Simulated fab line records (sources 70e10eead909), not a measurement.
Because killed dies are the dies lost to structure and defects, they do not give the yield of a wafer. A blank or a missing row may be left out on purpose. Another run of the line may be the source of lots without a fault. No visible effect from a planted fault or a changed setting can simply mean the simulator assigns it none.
Problem report in the 8D (eight disciplines) form, filled by code | flow nand harc | the parts of the form that need people (team, actions taken, sign-off) are left out

1. WHAT WENT WRONG
Wafers with no fault read 87.2 s with a standard deviation of 0.37, whereas run length s at NHARC_A_BONDPAD_ETCH_34 reads a mean of 65.4 s on 1 wafer of 1 lot. Relative to the usual mean, that is a shift of -59 standard deviations.
The step: etches the open film in N2/H2, target depth 60 nm, overetch 18 nm, time 65.91 s.
First observed at day 25 20:55: wafer L983.2, on rie diel-07. The record holds 13 wafers of 5 lots with a number at this step. The rule behind "out" and "out of limits": a value lying over 4 standard deviations away from the usual mean. Any other wafer with a number is counted as sound.

2. WHAT THIS IS AND IS NOT
question                    | is                     | is not
which readings at this step | run length s           | drypump motor current A, oes product au, rf vpp V, showerhead plenum p Torr, throttle valve pct
which lots                  | L983                   | L968, L970, L972, L985
which wafers of those lots  | all that have a number | -
read on which tools         | rie diel-07            | rie diel-06
when                        | from day 25 20:55      | up to then (9 sound wafers); but 3 sound wafers of L985 came after

3. THE SUSPECTS, EACH WITH WHAT RULES IT OUT
Counting: a tool at a process step up to the reading stays a suspect if it ran every lot that is out and no sound lot after the first of them.
- rie diel-07 at NHARC_A_BONDPAD_DESCUM_11 (chemistry O2, time 3 s): kept. It ran the lot that is out, L983 (day 25 20:50), and no sound lot after that; its last sound lot up to then is L972 (day 24 07:53).
- rie diel-07 at NHARC_A_BONDPAD_ETCH_34 (etches the open film in N2/H2, target depth 60 nm, overetch 18 nm, time 65.91 s): kept. It ran the lot that is out, L983 (day 25 20:55), and no sound lot after that; its last sound lot up to then is L972 (day 24 07:58). Its own readings are out on those wafers: run length s.
What counting leaves: rie diel-07 at NHARC_A_BONDPAD_DESCUM_11 and rie diel-07 at NHARC_A_BONDPAD_ETCH_34.

4. THE CAUSE (what the simulator had put in)
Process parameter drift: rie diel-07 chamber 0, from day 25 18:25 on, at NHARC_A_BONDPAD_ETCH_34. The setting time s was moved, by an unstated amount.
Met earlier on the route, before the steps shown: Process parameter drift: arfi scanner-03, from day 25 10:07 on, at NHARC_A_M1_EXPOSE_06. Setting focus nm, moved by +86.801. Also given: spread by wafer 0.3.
This tool is one of the 2 suspects left after counting.

5. THE CHAIN OF EFFECTS, in route order
Each row: a reading where the mean over the struck wafers with a number is more than 3 standard deviations away from the usual. Only readings for which the record gives a usual standard deviation are gone through. hours: the time from each lot's start at the first step in this table that gives one to its start at this step, as a median over the lots. sigmas: the change in usual standard deviations.
hours | step                    | reading      | usual  | on struck wafers | change | sigmas
0     | NHARC_A_BONDPAD_ETCH_34 | run length s | 87.2 s | 65.4             | -21.8  | -59
Its process steps:
- NHARC_A_BONDPAD_ETCH_34: etches the open film in N2/H2, target depth 60 nm, overetch 18 nm, time 65.91 s.

6. WHAT WOULD HAVE CAUGHT IT SOONER
In this record the first reading out of limits was taken at day 25 20:55, 3 hours after the fault began at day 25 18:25.
